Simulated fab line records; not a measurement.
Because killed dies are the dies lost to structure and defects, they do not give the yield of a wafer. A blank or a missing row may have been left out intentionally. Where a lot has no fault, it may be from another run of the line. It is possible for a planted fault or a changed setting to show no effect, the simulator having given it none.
Which tool is to blame? -- flow nand-harc -- 32 wafers from 12 lots sampled at 6 of the route's 1302 steps

WHAT THE GAUGES READ, wafer by wafer
NHARC_P_BONDPAD_THK_MEAS_20: measures by xrf.
lot,measured,on,thk-nm (nm)
L217,day 6 19:00,film-metro-02,160.9 160.8 159.9
L218,day 7 03:11,film-metro-01,159.0 160.5 158.6
L221,day 8 11:44,film-metro-02,159.9 161.8 158.3
L223,day 9 15:17,film-metro-02,158.6 159.2 159.1
L225,day 10 05:08,film-metro-01,159.0 159.1 158.9
L226,day 10 15:29,film-metro-01,162.2 159.5 161.3
L227,day 11 00:26,film-metro-01,162.5 163.1 160.6
L229,day 12 01:26,film-metro-02,161.5 160.5 158.3
L237,day 15 02:11,film-metro-01,161.4
L238,day 15 19:02,film-metro-01,161.4 161.6 162.3
L239,day 15 22:00,film-metro-01,160.9
L240,day 16 13:01,film-metro-01,162.5 162.3 158.7

NHARC_A_ONON_D1_INSPECT_32.
lot,measured,on,raw-defect-count
L217,day 8 12:29,defect-inspect-01,64 63 103
L218,day 8 20:17,defect-inspect-02,56 76 83
L221,day 10 01:05,defect-inspect-01,80 87 41
L223,day 11 10:02,defect-inspect-01,66 52 50
L225,day 11 21:45,defect-inspect-01,164 86 165
L226,day 12 03:55,defect-inspect-01,67 81 82
L227,day 12 12:45,defect-inspect-01,98 83 63
L229,day 13 15:54,defect-inspect-01,65 77 44
L237,day 16 14:25,defect-inspect-02,1111 1096
L238,day 17 08:37,defect-inspect-02,82 54 51
L239,day 17 08:32,defect-inspect-01,969 972
L240,day 18 03:17,defect-inspect-01,67 67 47

NHARC_END_SORT_01.
lot,measured,on,killed-at-array,killed-at-other,killed-at-periphery,killed-dies,killed-open,killed-short
L237,day 32 15:32,prober-02,158,0,4,162,5,3
L238,day 33 07:47,prober-01,38 38 43,3 5 4,3 5 1,44 48 48,3 6 2,1 1 0
L239,day 33 10:56,prober-02,144,1,6,151,2,4

WHICH TOOL RAN EACH LOT (tool, then ch and the chambers of the sampled wafers, then the start)
lot,NHARC_P_BONDPAD_ACTIVATE_29,NHARC_A_ONON_D1_DEP_33,NHARC_A_CHANNEL_HOLE_D1_ETCH_19
L217,"rie-diel-10 ch 0,3, day 6 19:16","pecvd-02 ch 1,2, day 8 12:03","har-etch-02 ch 0,1, day 8 17:13"
L218,"rie-diel-10 ch 0,2,3, day 7 03:26","pecvd-02 ch 0,1, day 8 19:54","har-etch-02 ch 0, day 9 01:32"
L221,"rie-diel-01 ch 0,1,3, day 8 12:03","pecvd-02 ch 0,1, day 10 00:38","har-etch-02 ch 0, day 10 06:43"
L223,"rie-diel-10 ch 2,3, day 9 15:33","pecvd-01 ch 0,1,2, day 11 09:33","har-etch-02 ch 0,1, day 11 21:05"
L225,"rie-diel-05 ch 0,1,3, day 10 05:27","pecvd-01 ch 0,2, day 11 21:16","har-etch-02 ch 0,1, day 12 05:26"
L226,"rie-diel-10 ch 1,2, day 10 15:46","pecvd-02 ch 1,2, day 12 03:23","har-etch-01 ch 0,1, day 12 15:08"
L227,"rie-diel-10 ch 0,2,3, day 11 00:43","pecvd-01 ch 1,2, day 12 12:15","har-etch-01 ch 0, day 12 19:17"
L229,"rie-diel-01 ch 0,1,2, day 12 01:43","pecvd-02 ch 0,1, day 13 15:29","har-etch-02 ch 0,1, day 13 21:27"
L237,"rie-diel-05 ch 3, day 15 02:31","pecvd-02 ch 0, day 16 14:08","har-etch-01 ch 0, day 17 04:05"
L238,"rie-diel-10 ch 0,2,3, day 15 19:20","pecvd-01 ch 0,1, day 17 08:10","har-etch-01 ch 0,1, day 17 19:05"
L239,"rie-diel-01 ch 1, day 15 22:18","pecvd-02 ch 0, day 17 08:08","har-etch-02 ch 1, day 18 02:27"
L240,"rie-diel-05 ch 0,2,3, day 16 13:17","pecvd-01 ch 0,1, day 18 02:49","har-etch-01 ch 0,1, day 18 07:21"
- NHARC_P_BONDPAD_ACTIVATE_29: chemistry N2, time 60 s.
- NHARC_A_ONON_D1_DEP_33: deposits SiO2, target thk 200 nm.
- NHARC_A_CHANNEL_HOLE_D1_ETCH_19: etches the open film in C4F8/O2/Ar, time 34.5 s.

AS READ BY THE TOOLS THEMSELVES (means over the sampled wafers that have a number; for cases with no such wafer, the mark the record gives instead)
NHARC_P_BONDPAD_ACTIVATE_29.
lot,tool,drypump-motor-current-A (A),oes-product-au (a.u.),rf-vpp-V (V),showerhead-plenum-p-Torr (Torr)
L217,rie-diel-10,5.8,0.999,63.8,1.78
L218,rie-diel-10,5.8,1.006,63.8,1.72
L221,rie-diel-01,5.9,1.004,63.6,1.72
L223,rie-diel-10,5.7,0.989,63.7,1.66
L225,rie-diel-05,5.4,1.000,64.7,1.80
L226,rie-diel-10,6.0,0.997,63.7,1.69
L227,rie-diel-10,5.8,1.002,64.2,1.72
L229,rie-diel-01,5.7,0.991,63.7,1.68
L237,rie-diel-05,5.4,0.996,64.1,1.65
L238,rie-diel-10,5.8,1.007,63.7,1.72
L239,rie-diel-01,6.0,1.022,64.8,1.70
L240,rie-diel-05,5.5,0.991,64.1,1.75

NHARC_A_ONON_D1_DEP_33.
lot,tool,heater-power-w (W),susceptor-temp-C (C),throttle-valve-pct (%)
L217,pecvd-02,527,399.98,15.4
L218,pecvd-02,561,399.84,15.7
L221,pecvd-02,596,400.12,15.7
L223,pecvd-01,530,400.02,15.7
L225,pecvd-01,570,399.89,15.7
L226,pecvd-02,574,399.86,15.4
L227,pecvd-01,514,399.94,15.6
L229,pecvd-02,598,399.95,15.7
L237,pecvd-02,683,400.32,16.6
L238,pecvd-01,496,400.29,15.4
L239,pecvd-02,590,400.03,16.7
L240,pecvd-01,482,400.10,15.6

NHARC_A_CHANNEL_HOLE_D1_ETCH_19.
lot,tool,drypump-motor-current-A (A),oes-air-line-au (a.u.),showerhead-plenum-p-Torr (Torr),throttle-valve-pct (%)
L217,har-etch-02,5.9,1.023,3.69,37.047
L218,har-etch-02,6.2,1.017,3.77,37.030
L221,har-etch-02,6.1,0.998,3.76,37.032
L223,har-etch-02,5.7,1.017,3.58,37.046
L225,har-etch-02,5.7,0.999,3.57,37.043
L226,har-etch-01,5.4,1.006,3.71,37.028
L227,har-etch-01,5.4,0.991,3.65,37.038
L229,har-etch-02,5.6,1.022,3.56,37.038
L237,har-etch-01,5.4,0.974,3.62,37.054
L238,har-etch-01,5.4,0.989,3.64,37.038
L239,har-etch-02,5.4,0.995,3.98,37.048
L240,har-etch-01,5.4,1.006,3.64,37.043

THE ANSWER, worked out from the rows above alone
Rule: usual is defined by the lots themselves. Put in order of their means at a reading, lots are off if they are a third of the lots or fewer, leave a main group of 4 or more, and stand apart from it by a gap of 3 or more times the standard deviation of the main group's means; of several such gaps the widest counts. A main group whose means are all the same, to the digits that the tables above print for the reading, isn't used. Also off: a lot with no number at a reading for which 4 or more lots have one. All remaining lots with rows at the step are treated as sound. First the gauges in route order, then the tools' own readings, where a lot's mean is used as printed above. At the first step where some lot is off, the reading lying furthest off is the one used; lots without a number count as furthest.
Off at NHARC_A_ONON_D1_INSPECT_32 (raw-defect-count): L237, L239. For the main group the mean is 75 and the standard deviation 22.
A tool fits if, at a process step before that reading, it ran every lot that is off, and no sound lot after the first of them. Not tried: the gauges at NHARC_A_ONON_D1_INSPECT_32; whatever is off there is also off at NHARC_A_ONON_D1_DEP_33, on other tools, and gauge error can't account for it. One fits: pecvd-02 at NHARC_A_ONON_D1_DEP_33. A fault onset in the window from L229 (day 13 15:29, its last sound lot) to L237 (day 16 14:08, its first lot off) fits.
The tool's own readings at NHARC_A_ONON_D1_DEP_33 bear it out: on the lots that are off they differ by more than 5 times the standard deviation of the sound lots' means. throttle-valve-pct reads 16.6 % there against 15.6 % on the sound lots.

WHAT THE SIMULATOR HAD INSERTED
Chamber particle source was pecvd-02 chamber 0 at NHARC_A_ONON_D1_DEP_33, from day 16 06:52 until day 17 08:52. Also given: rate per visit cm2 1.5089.
Struck lots among those shown: L237, L239. This agrees with what the rule above found.
